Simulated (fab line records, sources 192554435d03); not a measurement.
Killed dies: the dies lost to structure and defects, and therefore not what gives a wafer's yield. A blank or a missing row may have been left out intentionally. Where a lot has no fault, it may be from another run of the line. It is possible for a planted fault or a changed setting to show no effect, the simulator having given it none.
fab line records	flow n5Finfet
[record] lots = 9	wafers = 27	lastDay = 18
route steps=1938 shown BEOL_M2@843 BEOL_M4@1111 PASSIVATION@1936
lots with no fault: from the same line, run without faults
startH: start of the lot's first displayed wafer, in hours after the record's first day	waitH: time in hours since the lot's previous step	" repeats the value in the row above	L1.1+2: several wafers, shown together as one row	- value missing, or start not given	* or withheld: withheld	< > ~ a bound
route shown NAME@n: a module of which the file shows steps, and the number in the route of the first	usual: mean/standard deviation taken from wafers without a fault	same: alike in all rows	chamber/n: place in a boat	sites: the reading at each site	_std_site: the standard deviation of these	_edge_site: inner sites' mean taken away from outer sites' mean	radiusMm: for every site, how far away it sits from the centre of the wafer	mask NAME#n: copy n	behind: the tool/chamber that last shaped the wafer	hold: cause of the lot's hold/its duration in hours/its outcome	device: the transistor (n, p or np) that didn't switch	end of line: the route-end tests of the same wafers	step lacking rows: just its recipe	killed: at the first sort, the dies lost to defects and structure; wafer yield is something else	map: a wafer's dies, x killed, . not, _ none there
set.NAME: setting as actually run; set.NAME@STEP: the setting as run at that earlier step	model.NAME: the simulator's own value behind a step, which no gauge read
steps of the route over a sample of lots; a table a step, a row a wafer
services: a tool's chamber out of use, with start hour (startH, from the record's first day; less than 0 if before it), hours out, and reason
[[steps]]
[step N5_BEOL_M2_PECVD_72]
[recipe] material = SiO2	targetThkA = 160	tempC = 400	precursor = TEOS/O2	pressureTorr = 5.5	rfW = 450	teosFlowSccm = 53.8	gas = O2	flowSccm = 3000	timeS = 18
[usual] heaterPowerW = 695/82	showerheadPlenumPTorr = 8.81/0.079	throttleValvePct = 22.2/1.3
[same] timeS = 18
lot.wafer	tool	chamber	startH	waitH	heaterPowerW	showerheadPlenumPTorr	throttleValvePct
L165.1	pecvd-02	2	138.31	0.0	855	8.83	22.3
L165.3	"	1	"	"	765	8.70	20.9
L165.6	"	1	"	"	772	8.69	20.8
L168.1	pecvd-02	0	148.39	0.0	624	8.83	23.2
L168.4	"	0	"	"	612	8.83	23.2
L168.5	"	1	"	"	715	8.71	21.2
L167.1	pecvd-01	2	155.20	0.0	717	8.88	21.0
L167.4	"	0	"	"	746	8.80	21.0
L167.5	"	1	"	"	644	8.97	24.7
L175.1	pecvd-02	2	202.66	0.0	847	8.82	22.8
L175.4	"	1	"	"	730	8.70	21.1
L175.6	"	2	"	"	874	8.83	22.7
L176.2	pecvd-01	1	209.39	0.0	610	8.99	24.9
L176.3	"	0	"	"	618	8.80	21.2
L176.4	"	1	"	"	604	8.99	24.8
L177.1	pecvd-02	2	214.83	0.0	816	8.83	22.7
L177.5	"	0	"	"	645	8.84	23.2
L177.6	"	1	"	"	630	8.70	21.1
L178.1	pecvd-03	0	216.66	0.0	833	8.75	22.9
L178.2	"	2	"	"	612	8.84	20.2
L178.5	"	2	"	"	619	8.84	20.0
L179.1	pecvd-02	2	228.16	0.0	776	8.85	23.0
L179.3	"	0	"	"	625	8.82	22.9
L179.6	"	1	"	"	721	8.71	21.3
L182.1	pecvd-02	0	239.19	0.0	624	8.84	22.9
L182.2	"	1	"	"	666	8.71	21.3
L182.6	"	2	"	"	781	8.82	22.4
[step N5_BEOL_M2_INSPECT_13]
[recipe] mode = adi	inspectInstrument = brightfield
[usual] rawDefectCount = 411/96
lot.wafer	tool	chamber	startH	waitH	rawDefectCount
L165.1	defectInspect-02	-	139.89	0.1	321
L165.3	"	-	"	"	475
L165.6	"	-	"	"	354
L168.1	defectInspect-02	-	149.28	0.1	369
L168.4	"	-	"	"	455
L168.5	"	-	"	"	306
L167.1	defectInspect-02	-	158.21	0.1	517
L167.4	"	-	"	"	490
L167.5	"	-	"	"	370
L175.1	defectInspect-02	-	205.06	0.1	620
L175.4	"	-	"	"	412
L175.6	"	-	"	"	536
L176.2	defectInspect-02	-	211.14	0.0	556
L176.3	"	-	"	"	538
L176.4	"	-	"	"	574
L177.1	defectInspect-02	-	216.42	0.1	610
L177.5	"	-	"	"	537
L177.6	"	-	"	"	476
L178.1	defectInspect-02	-	217.77	0.1	374
L178.2	"	-	"	"	411
L178.5	"	-	"	"	418
L179.1	defectInspect-01	-	231.46	0.1	400
L179.3	"	-	"	"	375
L179.6	"	-	"	"	362
L182.1	defectInspect-02	-	242.00	0.1	432
L182.2	"	-	"	"	469
L182.6	"	-	"	"	489
[step N5_BEOL_M2_STRIP_19]
[recipe] chemistry = O2	powerW = 400	tempC = 40	pressureMtorr = 30	rfFrequencyHz = 6e+07	biasPowerW = 0	overashFraction = 0.2	o2FlowSccm = 225
[usual] drypumpMotorCurrentA = 5.8/0.5	oesProductAu = 0.77/0.099	rfVppV = 3.6/0.46	showerheadPlenumPTorr = 2.09/0.075	throttleValvePct = 16.69/0.3
lot.wafer	tool	chamber	startH	waitH	drypumpMotorCurrentA	oesProductAu	rfHoursCounterH	rfVppV	showerheadPlenumPTorr	throttleValvePct
L165.1	rieDiel-04	1	140.38	0.1	6.4	0.68	243	2.9	2.15	16.76
L165.3	"	0	"	"	6.0	0.76	117	3.5	2.12	17.10
L165.6	"	1	"	"	6.4	0.67	-	4.1	2.15	16.74
L168.1	rieDiel-04	1	149.68	0.1	6.4	0.68	247	4.1	2.15	16.75
L168.4	"	1	"	"	6.4	0.67	-	2.9	2.15	16.77
L168.5	"	3	"	"	5.2	0.70	-	3.9	1.99	16.59
L167.1	rieDiel-04	2	158.95	0.1	5.6	0.73	174	3.8	2.02	16.98
L167.4	"	2	"	"	5.6	0.72	-	3.0	2.02	16.98
L167.5	"	0	"	"	6.0	0.75	-	3.5	2.12	17.09
L175.1	rieDiel-04	2	205.50	0.1	5.6	0.71	193	3.6	2.02	17.02
L175.4	"	1	"	"	6.4	0.94	10	3.4	2.15	16.30
L175.6	"	3	"	"	5.2	0.68	-	3.6	1.98	16.65
L176.2	rieDiel-04	0	211.62	0.1	6.0	0.75	143	4.4	2.11	17.14
L176.3	"	3	"	"	5.2	0.69	248	2.7	1.98	16.64
L176.4	"	2	"	"	5.6	0.71	195	3.7	2.01	17.03
L177.1	rieDiel-04	0	217.41	0.3	6.0	0.73	146	3.9	2.11	17.14
L177.5	"	2	"	"	5.6	0.71	-	4.3	2.01	17.04
L177.6	"	0	"	"	6.0	0.74	-	3.3	2.11	17.14
L178.1	rieDiel-01	3	218.45	0.2	5.9	0.91	47	4.0	2.05	16.28
L178.2	"	0	"	"	6.4	0.70	205	4.4	2.16	16.93
L178.5	"	0	"	"	6.4	0.70	-	3.5	2.16	16.93
L179.1	rieDiel-03	3	231.93	0.1	6.5	0.70	224	4.6	2.16	16.75
L179.3	"	0	"	"	5.7	0.68	247	3.2	1.99	16.79
L179.6	"	3	"	"	6.5	0.69	-	3.4	2.16	16.76
L182.1	rieDiel-03	2	242.78	0.1	5.3	0.74	150	3.8	2.02	16.46
L182.2	"	1	"	"	5.2	0.91	18	4.3	2.14	16.28
L182.6	"	3	"	"	6.5	0.69	-	3.5	2.16	16.77
[step N5_BEOL_M2_CD_MEAS_18]
[recipe] pitchNm = 36	targetCdNm = 18
[usual] cdNm = 17.9/0.36
lot.wafer	tool	chamber	startH	waitH	cdNm
L165.1	cdSem-01	-	140.45	0.0	17.8
L165.3	"	-	"	"	18.0
L165.6	"	-	"	"	18.4
L168.1	cdSem-02	-	149.75	0.0	17.8
L168.4	"	-	"	"	17.6
L168.5	"	-	"	"	17.6
L167.1	cdSem-03	-	159.02	0.0	18.3
L167.4	"	-	"	"	17.5
L167.5	"	-	"	"	18.5
L175.1	cdSem-01	-	205.58	0.1	18.0
L175.4	"	-	"	"	18.5
L175.6	"	-	"	"	17.6
L176.2	cdSem-03	-	211.69	0.1	17.9
L176.3	"	-	"	"	17.9
L176.4	"	-	"	"	18.0
L177.1	cdSem-02	-	217.48	0.0	17.8
L177.5	"	-	"	"	17.5
L177.6	"	-	"	"	17.1
L178.1	cdSem-03	-	218.52	0.0	18.9
L178.2	"	-	"	"	17.6
L178.5	"	-	"	"	18.0
L179.1	cdSem-02	-	232.00	0.0	17.5
L179.3	"	-	"	"	18.2
L179.6	"	-	"	"	17.4
L182.1	cdSem-01	-	242.85	0.0	18.0
L182.2	"	-	"	"	18.3
L182.6	"	-	"	"	18.0
[step N5_BEOL_M2_INSPECT_30]
[recipe] mode = adi	inspectInstrument = brightfield
[usual] rawDefectCount = 417/94
lot.wafer	tool	chamber	startH	waitH	rawDefectCount
L165.1	defectInspect-01	-	140.85	0.1	295
L165.3	"	-	"	"	431
L165.6	"	-	"	"	305
L168.1	defectInspect-02	-	150.29	0.1	349
L168.4	"	-	"	"	433
L168.5	"	-	"	"	302
L167.1	defectInspect-01	-	159.43	0.1	452
L167.4	"	-	"	"	451
L167.5	"	-	"	"	319
L175.1	defectInspect-02	-	206.11	0.1	1277
L175.4	"	-	"	"	1027
L175.6	"	-	"	"	1146
L176.2	defectInspect-01	-	212.22	0.0	1143
L176.3	"	-	"	"	1130
L176.4	"	-	"	"	1199
L177.1	defectInspect-02	-	217.88	0.1	1281
L177.5	"	-	"	"	1189
L177.6	"	-	"	"	1117
L178.1	defectInspect-02	-	218.92	0.1	388
L178.2	"	-	"	"	408
L178.5	"	-	"	"	416
L179.1	defectInspect-01	-	232.41	0.1	404
L179.3	"	-	"	"	339
L179.6	"	-	"	"	358
L182.1	defectInspect-01	-	243.25	0.1	389
L182.2	"	-	"	"	381
L182.6	"	-	"	"	440
[step N5_BEOL_M4_RC_MEAS_101]
[usual] DIBL_N = 35.8/1.7	DIBL_P = 35.3/2	IOFF_N = 0.150/0.026	IOFF_P = 0.194/0.029	ION_N = 667/11	ION_P = 456/7.1	SS_N = 71.4/0.65	SS_P = 73.1/0.64	VT_N = 251/3	VT_P = -252/3.2
lot.wafer	tool	chamber	startH	waitH	DIBL_N[mV/V]	DIBL_P[mV/V]	IOFF_N[nA/um]	IOFF_P[nA/um]	ION_N[uA/um]	ION_P[uA/um]	SS_N[mV/dec]	SS_P[mV/dec]	VT_N[mV]	VT_P[mV]
L165.1	prober-01	0	209.88	0.0	36.5	36.8	0.156	0.193	678	461	72.2	73.0	253	-252
L165.3	"	0	"	"	32.5	32.0	0.103	0.136	649	447	70.9	71.8	258	-258
L165.6	"	0	"	"	35.6	36.5	0.150	0.190	675	466	71.2	74.1	250	-254
L167.1	prober-02	0	223.98	0.0	36.1	36.4	0.148	0.197	663	452	71.0	73.3	252	-252
L167.4	"	0	"	"	36.0	36.0	0.150	0.196	671	462	71.1	73.4	253	-255
L167.5	"	0	"	"	37.7	37.8	0.173	0.228	666	457	72.4	74.0	247	-250
L168.1	prober-02	0	239.13	0.0	36.3	39.2	0.181	0.208	679	459	71.7	73.6	248	-252
L168.4	"	0	"	"	35.5	38.0	0.148	0.189	659	453	72.0	73.9	249	-253
L168.5	"	0	"	"	35.1	37.0	0.158	0.186	675	458	71.8	72.7	252	-253
L175.1	prober-02	0	276.82	0.0	33.9	32.9	0.124	0.169	660	451	71.0	72.6	254	-252
L175.4	"	0	"	"	35.7	34.6	0.149	0.199	673	465	70.5	72.7	252	-251
L175.6	"	0	"	"	36.5	34.1	0.156	0.182	665	450	70.8	72.6	251	-254
L176.2	prober-02	0	286.73	0.2	37.4	38.0	0.163	0.246	681	466	70.8	73.6	250	-247
L176.3	"	0	"	"	32.9	32.1	0.104	0.162	668	461	70.4	72.0	254	-252
L176.4	"	0	"	"	36.3	35.2	0.139	0.201	664	467	70.6	72.2	253	-251
L178.1	prober-01	0	286.95	0.0	35.4	34.1	0.146	0.177	670	454	71.3	72.7	251	-253
L178.2	"	0	"	"	36.5	35.8	0.153	0.193	656	447	72.2	72.5	251	-252
L178.5	"	0	"	"	36.5	34.9	0.155	0.184	661	453	71.7	73.5	251	-252
L177.1	prober-02	0	307.71	0.4	36.6	34.3	0.161	0.192	668	456	72.1	74.2	251	-252
L177.5	"	0	"	"	35.7	35.7	0.151	0.210	677	458	72.2	73.4	249	-251
L177.6	"	0	"	"	35.0	32.6	0.134	0.162	659	449	71.6	72.8	253	-255
L179.1	prober-01	0	317.67	0.0	38.3	35.3	0.186	0.213	669	456	72.2	73.8	247	-252
L179.3	"	0	"	"	36.9	34.6	0.161	0.204	677	466	71.9	73.9	249	-251
L179.6	"	0	"	"	37.8	34.8	0.171	0.199	688	464	72.1	73.1	248	-250
L182.1	prober-01	0	327.92	0.2	38.3	35.3	0.174	0.187	662	449	72.7	73.4	247	-253
L182.2	"	0	"	"	34.6	32.8	0.125	0.152	664	457	70.5	71.7	250	-254
L182.6	"	0	"	"	37.8	36.3	0.165	0.194	672	459	71.2	72.6	249	-252
[step N5_PASSIVATION_PROBE_49]
[usual] defectLimitedYield = 91.5/1.4	killed_at_M0_to_M3 = 34/11	killed_at_M4_up = 15/6	killedAtContacts = 11/5.9	killedAtFrontEnd = 37/11	killedAtOther = 3.6/2.9	killedDies = 101/17	killedOpen = 66/12	killedShort = 33/7.8	sort_bin_5_function = 5.0/0.97	sort_bin_6_memory = 3.2/0.65	sortNPass = 1079/17	sortYieldPct = 91.4/1.4
[same] grossDies = 1180	killedAtBackSide = 0	sort_bin_4_leakage[%] = 0	sort_bin_8_speed[%] = 0
lot.wafer	tool	chamber	startH	waitH	defectLimitedYield[%]	killed_at_M0_to_M3	killed_at_M4_up	killedAtContacts	killedAtFrontEnd	killedAtOther	killedDies	killedOpen	killedShort	sort_bin_5_function[%]	sort_bin_6_memory[%]	sortNPass	sortYieldPct[%]
L165.1	prober-02	-	307.11	0.0	91.9	32	14	10	34	5	95	52	42	5.0	2.4	1085	91.9
L165.3	prober-02	-	307.21	0.1	90.4	55	9	6	35	8	113	74	36	4.7	4.1	1067	90.4
L165.6	prober-02	-	307.36	0.3	92.0	35	17	9	30	3	94	52	36	4.1	3.4	1086	92.0
L168.1	prober-01	-	337.87	0.0	92.6	27	19	7	27	7	87	65	21	4.5	2.8	1093	92.6
L168.4	prober-01	-	338.02	0.2	90.9	32	22	1	47	5	107	73	33	5.2	3.6	1073	90.9
L168.5	prober-01	-	338.07	0.2	91.7	41	5	7	42	3	98	65	28	4.7	3.0	1082	91.7
L175.1	prober-01	-	375.87	0.0	81.9	165	7	4	36	2	214	42	43	12.3	3.3	966	81.9
L175.4	prober-01	-	376.02	0.2	87.5	83	8	7	46	3	147	63	23	7.5	3.1	1033	87.5
L175.6	prober-01	-	376.12	0.3	85.8	109	10	4	43	1	167	51	31	9.0	2.8	1013	85.8
L178.1	prober-01	-	392.37	0.0	91.4	44	13	8	36	0	101	63	37	5.3	3.0	1079	91.4
L178.2	prober-01	-	392.42	0.1	92.6	17	16	9	40	5	87	55	32	4.5	2.7	1093	92.6
L178.5	prober-01	-	392.57	0.2	91.3	43	18	7	31	4	103	69	32	5.3	2.9	1077	91.3
L176.2	prober-02	-	401.85	0.1	82.5	152	14	11	28	1	206	62	31	10.0	4.7	974	82.5
L176.3	prober-02	-	401.90	0.1	86.4	107	12	6	36	0	161	45	24	8.5	2.8	1019	86.4
L176.4	prober-02	-	401.95	0.2	83.6	145	14	5	25	4	193	41	25	11.0	2.7	987	83.6
L177.1	prober-01	-	414.83	0.0	84.1	133	11	12	27	5	188	51	20	8.7	4.3	992	84.1
L177.5	prober-01	-	415.03	0.2	81.4	154	15	11	36	3	219	62	27	12.5	4.0	961	81.4
L177.6	prober-01	-	415.08	0.3	82.6	148	19	12	20	6	205	69	23	10.4	4.4	975	82.6
L179.1	prober-02	-	427.53	0.0	90.8	25	13	12	47	12	109	67	40	5.2	3.7	1071	90.8
L179.3	prober-02	-	427.63	0.1	91.7	32	9	5	42	10	98	66	31	4.5	3.6	1082	91.7
L179.6	prober-02	-	427.78	0.3	92.8	12	8	16	43	6	85	60	24	3.8	3.1	1095	92.8
L182.1	prober-01	-	440.37	0.0	90.7	36	20	13	35	6	110	69	41	5.3	3.9	1070	90.7
L182.2	prober-01	-	440.42	0.1	92.5	29	19	15	24	2	89	62	27	4.3	3.1	1091	92.5
L182.6	prober-01	-	440.62	0.3	89.2	43	21	28	36	0	128	94	34	7.2	3.5	1052	89.2
// killed by level:class
L165.1 BEOL_M0_SAQP:geometricParticle:short=9 BEOL_M2:geometricParticle:open=9 FIN_SAQP:geometricParticle:short=8 MOL_CONTACT_COAG:geometricParticle:open=7 BEOL_M5:geometricParticle:open=6 ILD0:geometricParticle:short=5 BEOL_M0:geometricParticle:open=5 ILD0:geometricParticle:open=4
L165.3 BEOL_M0_SAQP:geometricParticle:open=12 BEOL_M1:geometricParticle:open=12 BEOL_M2:geometricParticle:open=11 BEOL_M0_SAQP:geometricParticle:short=9 FIN_SAQP:geometricParticle:open=6 MOL_CONTACT_COAG:geometricParticle:open=6 STI_FIN_REVEAL:geometricParticle:open=4 DUMMY_GATE:geometricParticle:open=4
L165.6 BEOL_M0_SAQP:geometricParticle:short=11 BEOL_M0_SAQP:geometricParticle:open=8 BEOL_M2:geometricParticle:open=8 BEOL_M4:geometricParticle:open=6 FIN_SAQP:geometricParticle:short=5 GATE_CUT:geometricParticle:short=5 MOL_CONTACT_COAG:geometricParticle:open=5 STARTING-WAFER:geometricParticle:short=4
L168.1 STI_FIN_REVEAL:geometricParticle:open=12 BEOL_M0_SAQP:geometricParticle:short=9 BEOL_M4:geometricParticle:open=8 MOL_CONTACT_COAG:geometricParticle:open=7 FIN_SAQP:geometricParticle:open=6 BEOL_M2:geometricParticle:open=6 BEOL_M0_SAQP:geometricParticle:open=5 DUMMY_GATE:geometricParticle:open=4
L168.4 STI_FIN_REVEAL:geometricParticle:open=15 DUMMY_GATE:geometricParticle:open=9 BEOL_M0_SAQP:geometricParticle:open=9 FIN_SAQP:geometricParticle:short=8 BEOL_M4:geometricParticle:short=8 BEOL_M8:geometricParticle:open=6 BEOL_M4:geometricParticle:open=6 BEOL_M2:geometricParticle:open=5
L168.5 BEOL_M0_SAQP:geometricParticle:open=11 FIN_SAQP:geometricParticle:short=9 BEOL_M0_SAQP:geometricParticle:short=9 FIN_SAQP:geometricParticle:open=8 STI_FIN_REVEAL:geometricParticle:open=8 MOL_CONTACT_COAG:geometricParticle:open=7 BEOL_M2:geometricParticle:open=7 BEOL_M3:geometricParticle:open=5
L175.1 BEOL_M2:unspecified=128 BEOL_M0_SAQP:geometricParticle:short=11 GATE_CUT:geometricParticle:short=10 BEOL_M3:geometricParticle:open=8 FIN_SAQP:geometricParticle:short=6 BEOL_M1:geometricParticle:open=5 STI_FIN_REVEAL:geometricParticle:open=4 MOL_CONTACT_COAG:geometricParticle:open=4
L175.4 BEOL_M2:unspecified=59 STI_FIN_REVEAL:geometricParticle:open=11 GATE_CUT:geometricParticle:short=8 BEOL_M3:geometricParticle:open=7 MOL_CONTACT_COAG:geometricParticle:open=7 STARTING-WAFER:geometricParticle:open=6 DUMMY_GATE:geometricParticle:open=5 BEOL_M4:geometricParticle:open=5
L175.6 BEOL_M2:unspecified=85 STI_FIN_REVEAL:geometricParticle:open=11 FIN_SAQP:geometricParticle:open=7 GATE_CUT:geometricParticle:short=7 DUMMY_GATE:geometricParticle:open=5 ILD0:geometricParticle:short=5 BEOL_M2:geometricParticle:short=5 BEOL_M3:geometricParticle:open=5
L178.1 BEOL_M0_SAQP:geometricParticle:short=19 STI_FIN_REVEAL:geometricParticle:open=10 BEOL_M0_SAQP:geometricParticle:open=9 BEOL_M1:geometricParticle:open=7 BEOL_M4:geometricParticle:open=7 DUMMY_GATE:geometricParticle:open=6 FIN_SAQP:geometricParticle:open=5 BEOL_M3:geometricParticle:open=5
L178.2 STI_FIN_REVEAL:geometricParticle:open=8 BEOL_M4:geometricParticle:open=8 GATE_CUT:geometricParticle:short=7 MOL_CONTACT_COAG:geometricParticle:open=7 FIN_SAQP:geometricParticle:open=6 DUMMY_GATE:geometricParticle:open=4 GATE_CUT:geometricParticle:open=4 BEOL_M3:geometricParticle:open=4
L178.5 BEOL_M4:geometricParticle:open=13 BEOL_M0_SAQP:geometricParticle:short=10 BEOL_M3:geometricParticle:open=10 BEOL_M2:geometricParticle:open=9 STI_FIN_REVEAL:geometricParticle:open=8 MOL_CONTACT_COAG:geometricParticle:open=6 BEOL_M0_SAQP:geometricParticle:open=6 FIN_SAQP:geometricParticle:open=5
L176.2 BEOL_M2:unspecified=111 MOL_CONTACT_COAG:geometricParticle:open=11 BEOL_M2:geometricParticle:open=8 BEOL_M0_SAQP:geometricParticle:short=8 BEOL_M3:geometricParticle:open=6 FIN_SAQP:geometricParticle:open=5 GATE_CUT:geometricParticle:open=5 BEOL_M2:geometricParticle:short=5
L176.3 BEOL_M2:unspecified=92 BEOL_M4:geometricParticle:open=7 STI_FIN_REVEAL:geometricParticle:open=6 GATE_CUT:geometricParticle:short=5 GATE_CUT:geometricParticle:open=5 BEOL_M3:geometricParticle:open=5 ILD0:geometricParticle:open=4 MOL_CONTACT_COAG:geometricParticle:open=4
L176.4 BEOL_M2:unspecified=126 BEOL_M4:geometricParticle:open=6 GATE_CUT:geometricParticle:open=5 BEOL_M0_SAQP:geometricParticle:short=5 MOL_CONTACT_COAG:geometricParticle:open=4 BEOL_M3:geometricParticle:open=4 FIN_SAQP:geometricParticle:short=3 STI_FIN_REVEAL:geometricParticle:open=3
L177.1 BEOL_M2:unspecified=114 MOL_CONTACT_COAG:geometricParticle:open=10 BEOL_M3:geometricParticle:open=7 DUMMY_GATE:geometricParticle:open=6 STI_FIN_REVEAL:geometricParticle:open=5 STARTING-WAFER:geometricParticle:short=5 BEOL_M0_SAQP:geometricParticle:short=3 BEOL_M2:geometricParticle:open=3
L177.5 BEOL_M2:unspecified=130 FIN_SAQP:geometricParticle:short=10 DUMMY_GATE:geometricParticle:open=8 MOL_CONTACT_COAG:geometricParticle:open=8 STI_FIN_REVEAL:geometricParticle:open=6 BEOL_M0_SAQP:geometricParticle:open=6 BEOL_M1:geometricParticle:open=4 BEOL_M2:geometricParticle:open=4
L177.6 BEOL_M2:unspecified=113 MOL_CONTACT_COAG:geometricParticle:open=11 BEOL_M0_SAQP:geometricParticle:open=8 BEOL_M3:geometricParticle:open=8 BEOL_M0_SAQP:geometricParticle:short=7 BEOL_M4:geometricParticle:open=7 BEOL_M2:geometricParticle:open=6 STI_FIN_REVEAL:geometricParticle:open=4
L179.1 FIN_SAQP:geometricParticle:short=15 STI_FIN_REVEAL:geometricParticle:open=11 MOL_CONTACT_COAG:geometricParticle:open=11 BEOL_M1:geometricParticle:open=8 BEOL_M2:geometricParticle:open=8 FIN_SAQP:geometricParticle:open=7 MIM_TOP_ETCH:geometricParticle:short=6 FIN_CUT:geometricParticle:short=5
L179.3 FIN_SAQP:geometricParticle:open=13 BEOL_M1:geometricParticle:open=10 BEOL_M2:geometricParticle:open=7 FIN_SAQP:geometricParticle:short=6 BEOL_M0_SAQP:geometricParticle:short=6 STI_FIN_REVEAL:geometricParticle:open=5 MIM_TOP_ETCH:geometricParticle:short=5 MOL_CONTACT_COAG:geometricParticle:open=4
L179.6 FIN_SAQP:geometricParticle:open=13 MOL_CONTACT_COAG:geometricParticle:open=12 STI_FIN_REVEAL:geometricParticle:open=7 STARTING-WAFER:geometricParticle:short=5 STI_FIN_REVEAL:geometricParticle:short=4 MOL_CONTACT_COAG:geometricParticle:short=4 BEOL_M0_SAQP:geometricParticle:open=4 FIN_SAQP:geometricParticle:short=3
L182.1 MOL_CONTACT_COAG:geometricParticle:open=10 FIN_SAQP:geometricParticle:open=8 BEOL_M0_SAQP:geometricParticle:open=8 STI_FIN_REVEAL:geometricParticle:open=7 BEOL_M0_SAQP:geometricParticle:short=6 BEOL_M3:geometricParticle:open=6 BEOL_M4:geometricParticle:open=6 BEOL_M5:geometricParticle:open=6
L182.2 STI_FIN_REVEAL:geometricParticle:open=13 MOL_CONTACT_COAG:geometricParticle:open=13 BEOL_M0_SAQP:geometricParticle:short=6 BEOL_M0:geometricParticle:short=6 BEOL_M5:geometricParticle:open=6 BEOL_M1:geometricParticle:open=5 BEOL_M4:geometricParticle:open=5 BEOL_M2:geometricParticle:open=4
L182.6 MOL_CONTACT_COAG:geometricParticle:open=23 STI_FIN_REVEAL:geometricParticle:open=16 BEOL_M4:geometricParticle:open=13 FIN_SAQP:geometricParticle:short=8 BEOL_M2:geometricParticle:open=8 BEOL_M3:geometricParticle:open=6 BEOL_M0:geometricParticle:open=6 BEOL_M0_SAQP:geometricParticle:short=6
[[services]]
tool	chamber	startH	hours	kind
rieDiel-04	-	115.75	0.4	repair
pecvd-02	0	125.05	9.5	repair
pecvd-01	1	131.99	5.0	scheduledDown
rieDiel-04	1	156.64	-	clean
rieDiel-04	1	156.64	-	consumableReplace:focusRing
rieDiel-04	1	156.64	21.8	scheduledDown
rieDiel-04	1	156.64	21.8	ventCycle
rieDiel-04	0	159.67	9.2	repair
pecvd-01	-	164.40	1.5	repair
rieDiel-04	3	166.89	6.3	repair
pecvd-03	-	179.32	2.1	repair
rieDiel-03	1	182.04	-	clean
pecvd-01	-	195.97	1.0	repair
rieDiel-01	2	196.01	16.2	repair
rieDiel-04	3	217.41	-	clean
rieDiel-04	3	217.41	-	consumableReplace:focusRing
rieDiel-04	3	217.41	-	consumableReplace:showerhead
rieDiel-04	3	217.41	30.8	scheduledDown
rieDiel-04	3	217.41	30.8	ventCycle
pecvd-01	-	227.82	5.1	repair
pecvd-03	-	229.72	4.3	pm
rieDiel-01	0	236.26	2.0	repair
pecvd-03	0	236.89	5.9	repair
rieDiel-01	1	242.72	9.3	repair
[[key]]
[firstSign] step = N5_BEOL_M2_INSPECT_30	reading = rawDefectCount	direction = up	sigmas = 8	usual = 417	struck = 1168
[effect] step = N5_PASSIVATION_PROBE_49	reading = killed_at_M0_to_M3	direction = up	sigmas = 9.1	usual = 34	struck = 133
[moreKillsBornAt] N5_BEOL_M2_STRIP_19@rieDiel-04 = 957
metAt N5_BEOL_M2_STRIP_19
struckLots L175,L176,L177
notActingAt N5_BEOL_M2_PECVD_72,N5_BEOL_M2_INSPECT_13,N5_BEOL_M2_CD_MEAS_18
onsetBetween 158.95 205.50
[fault] kind = chamberParticleSource	tool = rieDiel-04	chamber = -	onsetH = 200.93	steps = N5_BEOL_M2_STRIP_19	ratePerVisitCm2 = 1.0213	endH = 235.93
